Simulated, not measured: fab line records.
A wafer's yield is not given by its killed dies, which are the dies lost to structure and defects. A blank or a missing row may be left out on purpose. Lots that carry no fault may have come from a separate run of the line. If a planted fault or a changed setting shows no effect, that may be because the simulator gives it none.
Which tool was responsible? -- flow nand_harc -- 60 wafers from 20 lots sampled at 6 of the route's 1302 steps

## WHAT THE GAUGES SHOWED, per wafer
The record holds no reading of a measuring or inspecting step that can be judged against a usual standard deviation.

## WHICH TOOL RAN EACH LOT (tool, then ch and the chambers of the sampled wafers, then the start)
lot,NHARC_A_STAIRCASE_ETCH_23,NHARC_A_STAIRCASE_ETCH_199,NHARC_A_STAIRCASE_ETCH_203,NHARC_A_STAIRCASE_ETCH_234,NHARC_A_STAIRCASE_DESCUM_270,NHARC_A_STAIRCASE_ETCH_452
L074,"rie_diel-04 ch 1,2,3, day 16 16:53 or earlier","rie_diel-02 ch 0,1,2, day 16 16:53 or earlier","rie_diel-02 ch 1,2,3, day 16 16:53 or earlier","rie_diel-12 ch 0,1, day 16 16:53 or earlier","rie_diel-04 ch 0,1, day 16 16:53","rie_diel-02 ch 0,1,3, no start"
L075,"rie_diel-12 ch 0,1,3, day 16 14:51 or earlier","rie_diel-02 ch 0,1,3, day 16 14:51 or earlier","rie_diel-02 ch 0,1,2, day 16 14:51 or earlier","rie_diel-04 ch 0,1,3, day 16 14:51 or earlier","rie_diel-12 ch 1,2,3, day 16 14:51","rie_diel-02 ch 1,2,3, no start"
L076,"rie_diel-04 ch 1,2,3, day 17 13:14 or earlier","rie_diel-04 ch 0,2, day 17 13:14 or earlier","rie_diel-04 ch 0,1,2, day 17 13:14 or earlier","rie_diel-12 ch 0,1,3, day 17 13:14 or earlier","rie_diel-02 ch 0,2,3, day 17 13:14","rie_diel-12 ch 1,3, no start"
L079,"rie_diel-04 ch 1,3, day 17 23:26 or earlier","rie_diel-12 ch 1,2,3, day 17 23:26 or earlier","rie_diel-12 ch 1,3, day 17 23:26 or earlier","rie_diel-12 ch 1,2, day 17 23:26 or earlier","rie_diel-12 ch 1,2,3, day 17 23:26","rie_diel-12 ch 1,2,3, day 18 08:38"
L077,"rie_diel-12 ch 1,2,3, day 18 01:20 or earlier","rie_diel-04 ch 1,2, day 18 01:20 or earlier","rie_diel-04 ch 1,2, day 18 01:20 or earlier","rie_diel-04 ch 2,3, day 18 01:20 or earlier","rie_diel-04 ch 1,2,3, day 18 01:20","rie_diel-04 ch 0,3, no start"
L081,"rie_diel-04 ch 0,1,3, day 19 09:57 or earlier","rie_diel-04 ch 2,3, day 19 09:57 or earlier","rie_diel-04 ch 1,2, day 19 09:57 or earlier","rie_diel-04 ch 0,2,3, day 19 09:57 or earlier","rie_diel-02 ch 1,2, day 19 09:57","rie_diel-04 ch 0,1, no start"
L083,"rie_diel-12 ch 0,2,3, day 19 17:46 or earlier","rie_diel-12 ch 0,2,3, day 19 17:46 or earlier","rie_diel-12 ch 1,2,3, day 19 17:46 or earlier","rie_diel-02 ch 0,1,2, day 19 17:46 or earlier","rie_diel-02 ch 0,1,3, day 19 17:46","rie_diel-12 ch 0,1,2, no start"
L084,"rie_diel-02 ch 1,3, day 20 13:01 or earlier","rie_diel-02 ch 0,2,3, day 20 13:01 or earlier","rie_diel-02 ch 0,1,3, day 20 13:01 or earlier","rie_diel-12 ch 0,2,3, day 20 13:01 or earlier","rie_diel-02 ch 1,2, day 20 13:01","rie_diel-12 ch 0,2, no start"
L085,"rie_diel-12 ch 1,2, day 21 06:34 or earlier","rie_diel-04 ch 0,1,3, day 21 06:34 or earlier","rie_diel-04 ch 0,2,3, day 21 06:34 or earlier","rie_diel-12 ch 1,2, day 21 06:34 or earlier","rie_diel-04 ch 0,2,3, day 21 06:34","rie_diel-12 ch 0,2,3, no start"
L086,"rie_diel-02 ch 0,1,3, day 21 14:20 or earlier","rie_diel-12 ch 1,2, day 21 14:20 or earlier","rie_diel-12 ch 1,2,3, day 21 14:20 or earlier","rie_diel-12 ch 0,1, day 21 14:20 or earlier","rie_diel-12 ch 2,3, day 21 14:20","rie_diel-02 ch 0,1,2, no start"
L087,"rie_diel-02 ch 1,2, day 21 22:59 or earlier","rie_diel-12 ch 0,3, day 21 22:59 or earlier","rie_diel-12 ch 1,3, day 21 22:59 or earlier","rie_diel-04 ch 1,2,3, day 21 22:59 or earlier","rie_diel-04 ch 2,3, day 21 22:59","rie_diel-02 ch 0,2,3, no start"
L088,"rie_diel-12 ch 0,1, day 22 18:33 or earlier","rie_diel-04 ch 0,2,3, day 22 18:33 or earlier","rie_diel-04 ch 0,1,2, day 22 18:33 or earlier","rie_diel-12 ch 0,1, day 22 18:33 or earlier","rie_diel-04 ch 1,2,3, day 22 18:33","rie_diel-12 ch 0,1,3, no start"
L089,"rie_diel-02 ch 0,1,2, day 22 15:16 or earlier","rie_diel-04 ch 0,1,3, day 22 15:16 or earlier","rie_diel-04 ch 0,2,3, day 22 15:16 or earlier","rie_diel-12 ch 0,1,2, day 22 15:16 or earlier","rie_diel-02 ch 0,1,2, day 22 15:16","rie_diel-04 ch 2,3, no start"
L091,"rie_diel-12 ch 0,3, day 23 04:35 or earlier","rie_diel-04 ch 1,3, day 23 04:35 or earlier","rie_diel-04 ch 0,1,2, day 23 04:35 or earlier","rie_diel-12 ch 0,1,3, day 23 04:35 or earlier","rie_diel-12 ch 0,3, day 23 04:35","rie_diel-02 ch 0,2, no start"
L092,"rie_diel-04 ch 0,1,3, day 23 15:44 or earlier","rie_diel-04 ch 0,1,3, day 23 15:44 or earlier","rie_diel-04 ch 0,2,3, day 23 15:44 or earlier","rie_diel-12 ch 0,1, day 23 15:44 or earlier","rie_diel-12 ch 0,2,3, day 23 15:44","rie_diel-04 ch 0,2, no start"
L093,"rie_diel-02 ch 0,2,3, day 23 18:47 or earlier","rie_diel-12 ch 0,1,2, day 23 18:47 or earlier","rie_diel-12 ch 0,1,3, day 23 18:47 or earlier","rie_diel-12 ch 1,2,3, day 23 18:47 or earlier","rie_diel-12 ch 0,2,3, day 23 18:47","rie_diel-02 ch 0,1,3, no start"
L094,"rie_diel-12 ch 1,2, day 24 15:03 or earlier","rie_diel-12 ch 0,1,2, day 24 15:03 or earlier","rie_diel-12 ch 1,2, day 24 15:03 or earlier","rie_diel-12 ch 1,2,3, day 24 15:03 or earlier","rie_diel-02 ch 2,3, day 24 15:03","rie_diel-12 ch 0,3, no start"
L096,"rie_diel-12 ch 0,2,3, day 25 12:01 or earlier","rie_diel-04 ch 2,3, day 25 12:01 or earlier","rie_diel-04 ch 0,3, day 25 12:01 or earlier","rie_diel-12 ch 0,1,2, day 25 12:01 or earlier","rie_diel-04 ch 0,1,3, day 25 12:01","rie_diel-12 ch 0,1,2, no start"
L095,"rie_diel-02 ch 0,3, day 25 11:01 or earlier","rie_diel-04 ch 0,2,3, day 25 11:01 or earlier","rie_diel-04 ch 0,3, day 25 11:01 or earlier","rie_diel-12 ch 1,2,3, day 25 11:01 or earlier","rie_diel-12 ch 0,2,3, day 25 11:01","rie_diel-04 ch 0,2, no start"
L097,"rie_diel-12 ch 2,3, day 26 08:24 or earlier","rie_diel-04 ch 0,2,3, day 26 08:24 or earlier","rie_diel-04 ch 1,2, day 26 08:24 or earlier","rie_diel-04 ch 1,2, day 26 08:24 or earlier","rie_diel-12 ch 0,1,2, day 26 08:24","rie_diel-12 ch 0,1,2, no start"
- NHARC_A_STAIRCASE_ETCH_23: etches the open film in C4F8/O2, target depth 100 nm, time 40.5 s.
- NHARC_A_STAIRCASE_ETCH_199: etches the open film in C4F8/O2, target depth 100 nm, time 40.5 s.
- NHARC_A_STAIRCASE_ETCH_203: etches the open film in C4F8/O2, target depth 100 nm, time 40.5 s.
- NHARC_A_STAIRCASE_ETCH_234: etches the open film in C4F8/O2, target depth 100 nm, time 40.5 s.
- NHARC_A_STAIRCASE_DESCUM_270: chemistry O2, time 3 s.
- NHARC_A_STAIRCASE_ETCH_452: etches the open film in CF4/O2, target depth 30 nm, overetch 3 nm, time 16.5 s.

## AS READ BY THE TOOLS THEMSELVES (means over the sampled wafers that have a number; for cases with no such wafer, the mark the record gives instead)
NHARC_A_STAIRCASE_ETCH_23. Usual: bias_w 1000 W, standard deviation 3.1; chamber_pressure_mTorr 25.002 mTorr, standard deviation 0.022; oes_product_au 0.949 a.u., standard deviation 0.013; rf_vpp_V 898 V, standard deviation 5.3.
lot,tool,bias_w (W),chamber_pressure_mTorr (mTorr),oes_product_au (a.u.),rf_vpp_V (V),flag
L074,rie_diel-04,999,24.997,0.941,893,
L075,rie_diel-12,1001,24.998,0.955,897,
L076,rie_diel-04,998,25.008,0.951,905,
L079,rie_diel-04,1000,24.994,0.930,905,
L077,rie_diel-12,1001,25.003,0.945,898,
L081,rie_diel-04,998,25.014,0.962,901,
L083,rie_diel-12,997,25.007,0.947,893,
L084,rie_diel-02,1002,24.994,0.963,898,
L085,rie_diel-12,1000,25.003,0.961,893,
L086,rie_diel-02,1006,25.005,0.956,899,
L087,rie_diel-02,1005,25.014,0.967,896,
L088,rie_diel-12,1001,25.017,0.948,902,
L089,rie_diel-02,1001,25.004,0.931,897,
L091,rie_diel-12,1003,25.027,0.958,903,
L092,rie_diel-04,1001,25.002,0.962,900,
L093,rie_diel-02,999,25.003,0.940,898,
L094,rie_diel-12,1000,25.024,0.955,896,
L096,rie_diel-12,998,25.000,0.958,898,
L095,rie_diel-02,1001,24.987,0.934,899,
L097,rie_diel-12,999,25.000,0.964,893,

NHARC_A_STAIRCASE_ETCH_199. Usual: bias_w 1001 W, standard deviation 3; chamber_pressure_mTorr 25.000 mTorr, standard deviation 0.024; oes_product_au 0.944 a.u., standard deviation 0.015; rf_vpp_V 900 V, standard deviation 5.4.
lot,tool,bias_w (W),chamber_pressure_mTorr (mTorr),oes_product_au (a.u.),rf_vpp_V (V),flag
L074,rie_diel-02,1001,25.019,0.927,898,
L075,rie_diel-02,1000,24.997,0.931,899,
L076,rie_diel-04,1001,24.990,0.966,897,
L079,rie_diel-12,998,24.981,0.943,898,
L077,rie_diel-04,1002,24.998,0.943,906,
L081,rie_diel-04,997,25.003,0.937,904,
L083,rie_diel-12,1001,25.020,0.950,893,
L084,rie_diel-02,1003,24.997,0.929,899,
L085,rie_diel-04,1000,24.980,0.970,900,
L086,rie_diel-12,999,25.000,0.950,896,
L087,rie_diel-12,1000,24.982,0.951,904,
L088,rie_diel-04,1003,25.010,0.968,900,
L089,rie_diel-04,1000,25.000,0.941,899,
L091,rie_diel-04,1001,24.991,0.947,903,
L092,rie_diel-04,1000,24.977,0.937,900,
L093,rie_diel-12,1002,25.020,0.940,898,
L094,rie_diel-12,1001,25.004,0.954,899,
L096,rie_diel-04,1003,24.990,0.919,903,
L095,rie_diel-04,1002,25.014,0.927,901,
L097,rie_diel-04,1001,25.008,0.951,899,

NHARC_A_STAIRCASE_ETCH_203. Usual: bias_w 1000.2 W, standard deviation 2.9; chamber_pressure_mTorr 25.001 mTorr, standard deviation 0.022; oes_product_au 0.946 a.u., standard deviation 0.012; rf_vpp_V 900 V, standard deviation 5.4.
lot,tool,bias_w (W),chamber_pressure_mTorr (mTorr),oes_product_au (a.u.),rf_vpp_V (V),flag
L074,rie_diel-02,998.1,24.990,0.936,897,
L075,rie_diel-02,996.0,25.006,0.920,898,
L076,rie_diel-04,1002.5,25.003,0.951,902,
L079,rie_diel-12,1000.8,25.013,0.938,900,
L077,rie_diel-04,1000.8,25.027,0.943,905,
L081,rie_diel-04,999.0,25.004,0.941,905,
L083,rie_diel-12,999.2,24.999,0.952,897,
L084,rie_diel-02,1000.6,24.978,0.948,898,
L085,rie_diel-04,1000.8,25.005,0.962,900,
L086,rie_diel-12,1000.1,24.994,0.946,898,
L087,rie_diel-12,1000.7,25.008,0.948,900,
L088,rie_diel-04,1000.0,25.011,0.945,901,
L089,rie_diel-04,1000.5,24.999,0.948,900,
L091,rie_diel-04,999.5,24.986,0.952,900,
L092,rie_diel-04,996.6,25.014,0.951,900,
L093,rie_diel-12,1000.4,24.986,0.940,901,
L094,rie_diel-12,999.7,25.002,0.954,895,
L096,rie_diel-04,1002.6,25.008,0.947,896,
L095,rie_diel-04,1000.9,24.987,0.949,896,
L097,rie_diel-04,1004.7,25.012,0.937,905,

NHARC_A_STAIRCASE_ETCH_234. Usual: bias_w 1000 W, standard deviation 3.3; chamber_pressure_mTorr 24.998 mTorr, standard deviation 0.023; oes_product_au 0.945 a.u., standard deviation 0.014; rf_vpp_V 899 V, standard deviation 5.6.
lot,tool,bias_w (W),chamber_pressure_mTorr (mTorr),oes_product_au (a.u.),rf_vpp_V (V),flag
L074,rie_diel-12,1001,24.984,0.936,896,
L075,rie_diel-04,1002,25.010,0.954,901,
L076,rie_diel-12,998,25.010,0.948,896,
L079,rie_diel-12,1000,24.985,0.933,894,
L077,rie_diel-04,999,25.016,0.937,905,
L081,rie_diel-04,999,24.997,0.948,900,
L083,rie_diel-02,998,24.983,0.938,898,
L084,rie_diel-12,1003,24.992,0.959,899,
L085,rie_diel-12,1001,24.982,0.923,896,
L086,rie_diel-12,996,25.020,0.941,902,
L087,rie_diel-04,1000,25.012,0.942,904,
L088,rie_diel-12,1001,25.014,0.946,904,
L089,rie_diel-12,1005,25.007,0.955,898,
L091,rie_diel-12,1002,24.989,0.949,902,
L092,rie_diel-12,999,24.984,0.956,903,
L093,rie_diel-12,1002,24.982,0.954,896,
L094,rie_diel-12,1001,24.985,0.955,897,
L096,rie_diel-12,999,24.987,0.956,899,
L095,rie_diel-12,998,25.012,0.950,896,
L097,rie_diel-04,996,24.980,0.938,904,

NHARC_A_STAIRCASE_DESCUM_270. Usual: chamber_pressure_mTorr 60.00 mTorr, standard deviation 0.057; drypump_motor_current_A 5.8 A, standard deviation 0.48; oes_product_au 1.002 a.u., standard deviation 0.01; rf_vpp_V 58.0 V, standard deviation 0.85; showerhead_plenum_p_Torr 1.96 Torr, standard deviation 0.083; throttle_valve_pct 11.311 %, standard deviation 0.0099.
lot,tool,chamber_pressure_mTorr (mTorr),drypump_motor_current_A (A),oes_product_au (a.u.),rf_vpp_V (V),showerhead_plenum_p_Torr (Torr),throttle_valve_pct (%),flag
L074,rie_diel-04,60.00,5.5,1.004,57.7,1.95,11.303,
L075,rie_diel-12,59.97,6.0,0.998,57.7,1.94,11.311,
L076,rie_diel-02,60.00,5.9,0.998,57.7,1.96,11.316,
L079,rie_diel-12,60.01,6.0,1.003,58.0,1.93,11.315,
L077,rie_diel-04,59.97,6.1,0.990,58.0,2.06,11.306,
L081,rie_diel-02,60.04,5.2,1.003,58.0,1.91,11.305,
L083,rie_diel-02,60.00,5.7,1.001,58.7,1.95,11.302,
L084,rie_diel-02,60.03,5.4,1.001,57.9,1.92,11.319,
L085,rie_diel-04,59.99,5.9,1.005,57.2,1.98,11.324,
L086,rie_diel-12,60.00,5.5,1.011,58.1,1.88,11.308,
L087,rie_diel-04,60.05,6.1,1.002,58.2,2.03,11.303,
L088,rie_diel-04,59.98,6.1,1.002,57.4,2.05,11.306,
L089,rie_diel-02,59.95,5.8,1.003,57.8,1.92,11.295,
L091,rie_diel-12,60.03,5.9,1.006,58.4,2.01,11.317,
L092,rie_diel-12,60.01,5.7,1.010,57.6,1.95,11.318,
L093,rie_diel-12,59.97,5.7,1.011,57.2,1.95,11.312,
L094,rie_diel-02,59.99,5.6,1.005,57.4,1.94,11.313,
L096,rie_diel-04,60.04,5.8,0.997,57.4,1.97,11.309,
L095,rie_diel-12,60.02,5.7,1.017,58.8,1.95,11.320,
L097,rie_diel-12,60.04,5.9,1.004,58.1,1.94,11.310,

NHARC_A_STAIRCASE_ETCH_452. Usual: bias_w 99.99 W, standard deviation 0.28; cf4_flow_sccm 79.97 sccm, standard deviation 0.24; chamber_pressure_mTorr 29.999 mTorr, standard deviation 0.026; drypump_motor_current_A 5.9 A, standard deviation 0.53; oes_product_au 1.002 a.u., standard deviation 0.012; rf_vpp_V 198.4 V, standard deviation 1.4; showerhead_plenum_p_Torr 1.37 Torr, standard deviation 0.053; throttle_valve_pct 13.396 %, standard deviation 0.0095.
lot,tool,bias_w (W),cf4_flow_sccm (sccm),chamber_pressure_mTorr (mTorr),drypump_motor_current_A (A),oes_product_au (a.u.),rf_vpp_V (V),showerhead_plenum_p_Torr (Torr),throttle_valve_pct (%),flag
L074,rie_diel-02,99.94,79.99,29.998,5.7,1.002,198.6,1.37,13.393,
L075,rie_diel-02,99.62,79.96,30.011,5.4,0.997,198.0,1.35,13.400,
L076,rie_diel-12,99.86,79.98,30.030,6.4,1.000,199.0,1.38,13.401,
L079,rie_diel-12,99.99,80.06,30.009,5.9,0.997,198.5,1.35,13.395,
L077,rie_diel-04,100.03,80.27,29.995,5.8,1.005,199.3,1.38,13.394,
L081,rie_diel-04,100.03,79.77,29.993,5.8,1.006,199.1,1.40,13.390,
L083,rie_diel-12,99.92,79.81,30.012,5.9,1.015,198.3,1.37,13.385,
L084,rie_diel-12,100.21,80.02,30.008,5.6,1.012,198.6,1.38,13.399,
L085,rie_diel-12,99.94,79.92,29.979,5.7,1.011,198.0,1.36,13.397,
L086,rie_diel-02,99.89,79.79,29.991,5.8,0.994,197.3,1.35,13.406,
L087,rie_diel-02,99.86,79.88,30.013,5.9,0.994,198.3,1.36,13.392,
L088,rie_diel-12,100.20,80.28,30.010,6.1,1.004,198.3,1.40,13.395,
L089,rie_diel-04,99.78,79.99,29.992,6.2,0.993,199.2,1.42,13.395,
L091,rie_diel-02,100.07,80.12,30.002,6.3,0.990,198.1,1.36,13.398,
L092,rie_diel-04,99.76,79.95,29.987,6.0,0.989,198.8,1.39,13.400,
L093,rie_diel-02,100.12,80.04,29.959,5.8,0.996,197.9,1.35,13.391,
L094,rie_diel-12,99.84,80.02,29.999,5.8,1.010,199.8,1.42,13.400,
L096,rie_diel-12,100.07,79.81,30.009,5.9,1.011,198.7,1.35,13.389,
L095,rie_diel-04,100.22,80.14,29.987,6.0,0.991,199.0,1.39,13.394,
L097,rie_diel-12,99.70,79.85,30.027,5.9,1.011,198.4,1.35,13.393,

## THE ANSWER, worked out from the rows above alone
Rule: a lot is off if the mean of its wafers that have a number lies more than 3 standard deviations from the usual mean. Also off: a lot with no number at a reading for which 4 or more lots have one. The other lots that the step has rows for count as sound. After the gauges, taken in route order, come the tools' own readings; for these a lot's mean is taken, as printed above. The first step at which some lot is off is used, and at that step the reading that is off furthest; a lot without a number counts as furthest.
No lot is off on any of the readings shown, so nothing can be concluded from this.

## WHAT WAS PUT IN BY THE SIMULATOR
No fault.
